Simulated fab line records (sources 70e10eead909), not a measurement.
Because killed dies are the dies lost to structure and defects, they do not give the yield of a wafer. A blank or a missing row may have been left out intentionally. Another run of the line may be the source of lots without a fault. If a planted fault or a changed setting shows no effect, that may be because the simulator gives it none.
Problem report in the 8D (eight disciplines) form, filled by code    flow nand-harc    the parts of the form that need people (team, actions taken, sign-off) are left out

== 1. THE PROBLEM ==
defect-limited-yield at NHARC_END_SORT_01 reads a mean of 64.0 % on 6 wafers of 2 lots; wafers without a fault read 90.9 % with a standard deviation of 2.6. Measured from the usual mean, that is -10 standard deviations.
First observed at day 28 21:55: wafer L781.2, on prober-01. At this step, 6 wafers from 2 lots have a number in the record. By rule, "out" or "out of limits" means more than 4 standard deviations away from the usual mean. All remaining wafers that have a number are taken as sound.

== 2. WHAT IT IS; WHAT IT IS NOT ==
question                     is                                                  is not
which readings at this step  defect-limited-yield, killed-at-array, killed-dies  killed-at-other, killed-at-periphery, killed-short
which lots                   L781, L782                                          -
which wafers of those lots   all that have a number                              -
read on which gauges         prober-01                                           -
when                         from day 28 21:55                                   up to then (0 sound wafers)

== 3. THE SUSPECTS, EACH WITH WHAT RULES IT OUT ==
Counting: any tool at a process step up to the reading is kept as a suspect provided that every lot that is out went through it and no sound lot did after the first of them.
- the gauge at NHARC_END_SORT_01: kept. All the wafers that are out were read on prober-01, and no step on other tools shows them out.
- ecd-cu-01 at NHARC_A_M1_ECD_22 (material Cu, target thk 400 nm): kept. It ran every lot that is out, first L781 (day 27 11:52), and no sound lot after that.
- plasma-asher-02 at NHARC_THIN_TSV_STRIP_45 (strips in O2): kept. It ran every lot that is out, first L781 (day 28 08:17), and no sound lot after that.
- plasma-asher-02 at NHARC_THIN_TSV_STRIP_62 (strips in N2/H2, time 20 s): kept. It ran every lot that is out, first L781 (day 28 09:51), and no sound lot after that.
Left after counting: ecd-cu-01 at NHARC_A_M1_ECD_22, plasma-asher-02 at NHARC_THIN_TSV_STRIP_45, plasma-asher-02 at NHARC_THIN_TSV_STRIP_62, prober-01 at NHARC_END_SORT_01.

== 4. THE CAUSE (what the simulator had put in) ==
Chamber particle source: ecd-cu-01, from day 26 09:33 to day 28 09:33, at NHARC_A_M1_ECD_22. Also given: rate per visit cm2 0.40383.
4 suspects survive the count, and this tool is in that group.

== 5. THE EFFECT CHAIN, in route order ==
Each row: a reading whose mean over the struck wafers that have a number lies more than 3 standard deviations from the usual. Readings are gone through only where the record gives a usual standard deviation; hours: the median, over the lots, of the time from a lot's start at the first step in this table giving one to that lot's start at this step; sigmas: the change measured in usual standard deviations.
hours  step               reading               usual   on struck wafers  change  sigmas
0      NHARC_END_SORT_01  defect-limited-yield  90.9 %  64.0              -26.9   -10
0      NHARC_END_SORT_01  killed-at-array       57      242               +184    +10
0      NHARC_END_SORT_01  killed-dies           62      244               +182    +10

== 6. WHAT WOULD HAVE CAUGHT IT SOONER ==
60 hours passed between the start of the fault at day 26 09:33 and the first reading out of limits at a measuring or inspecting step in this record, taken at day 28 21:55.
The start of NHARC_A_M1_ECD_22 on ecd-cu-01 came by day 28 21:55 for every one of the lots that are out (2). Had the tool been put on hold then, not one of them would have been saved.
